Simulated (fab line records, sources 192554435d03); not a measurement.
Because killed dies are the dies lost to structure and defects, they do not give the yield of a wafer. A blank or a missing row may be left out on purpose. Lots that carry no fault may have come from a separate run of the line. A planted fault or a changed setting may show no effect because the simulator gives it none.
One fault seen from 2 desks + flow n5-finfet + only its own numbers are on each desk; what lay behind them is given at the end

## TOOL OWNER'S DESK, rie-diel-06
The tool's own readings at N5_SD_EPI_P_ETCH_37 (etches SOC in N2/H2, overetch 108 nm, time 486 s): means of the sampled wafers that have a number, for each lot that ran on this tool. Any lot whose mean is over 4 standard deviations away from the usual mean is out of limits and marked OUT; that distance is given in the brackets.
Columns: A = drypump-motor-current-A at N5_SD_EPI_P_ETCH_37, usual 5.8 A; B = oes-product-au at N5_SD_EPI_P_ETCH_37, usual 0.70 a.u.; C = rf-vpp-V at N5_SD_EPI_P_ETCH_37, usual 240.2 V; D = showerhead-plenum-p-Torr at N5_SD_EPI_P_ETCH_37, usual 2.50 Torr; E = throttle-valve-pct at N5_SD_EPI_P_ETCH_37, usual 23.9 %
| lot  | first seen here | A   | B    | C     | D    | E    |
|------|-----------------|-----|------|-------|------|------|
| L913 | day 3 16:48     | 5.5 | 0.73 | 239.9 | 2.45 | 23.8 |
| L917 | day 5 04:37     | 5.4 | 0.65 | 240.3 | 2.46 | 23.9 |
| L919 | day 5 10:01     | 5.5 | 0.69 | 239.8 | 2.45 | 23.8 |
| L920 | day 5 14:24     | 5.4 | 0.63 | 239.8 | 2.46 | 23.9 |
This desk's verdict: no lot among the 4 shows anything out of limits.

## FROM THE METROLOGY DESK
What the gauges read for every lot (on any tool): the sampled wafers with a number, averaged. Any lot whose mean is over 4 standard deviations away from the usual mean is out of limits and marked OUT; that distance is given in the brackets. Shown here are 7 of its 10 readings, the ones lying furthest out on some lot.
Columns: A = DIBL_N at N5_BEOL_M4_RC_MEAS_101, usual 35.8 mV/V; B = DIBL_P at N5_BEOL_M4_RC_MEAS_101, usual 35.9 mV/V; C = IOFF_N at N5_BEOL_M4_RC_MEAS_101, usual 0.16 nA/um; D = ION_N at N5_BEOL_M4_RC_MEAS_101, usual 672 uA/um; E = SS_N at N5_BEOL_M4_RC_MEAS_101, usual 71.4 mV/dec; F = SS_P at N5_BEOL_M4_RC_MEAS_101, usual 73.2 mV/dec; G = VT_N at N5_BEOL_M4_RC_MEAS_101, usual 250 mV
| lot  | first seen here | A    | B    | C    | D   | E    | F    | G   |
|------|-----------------|------|------|------|-----|------|------|-----|
| L913 | day 7 21:46     | 34.1 | 33.6 | 0.12 | 669 | 71.0 | 72.3 | 255 |
| L919 | day 9 22:04     | 37.1 | 38.0 | 0.17 | 670 | 71.8 | 73.8 | 250 |
| L917 | day 10 00:59    | 35.9 | 37.3 | 0.15 | 674 | 71.6 | 72.7 | 252 |
| L920 | day 10 02:40    | 34.9 | 34.9 | 0.14 | 667 | 71.6 | 72.9 | 252 |
| L925 | day 11 19:51    | 35.5 | 36.2 | 0.16 | 664 | 71.0 | 73.0 | 250 |
| L927 | day 12 01:48    | 33.3 | 33.8 | 0.11 | 663 | 70.5 | 72.4 | 253 |
| L932 | day 12 23:56    | 35.8 | 35.7 | 0.14 | 671 | 71.5 | 73.6 | 251 |
| L934 | day 13 23:44    | 34.0 | 32.6 | 0.11 | 657 | 70.9 | 72.3 | 256 |
This desk's verdict: no lot among the 8 shows anything out of limits.

## PUT TOGETHER
Nothing out of limits was seen by the tool owner's desk.
The metrology desk saw nothing out of limits.

## WHAT THE SIMULATOR PUT IN
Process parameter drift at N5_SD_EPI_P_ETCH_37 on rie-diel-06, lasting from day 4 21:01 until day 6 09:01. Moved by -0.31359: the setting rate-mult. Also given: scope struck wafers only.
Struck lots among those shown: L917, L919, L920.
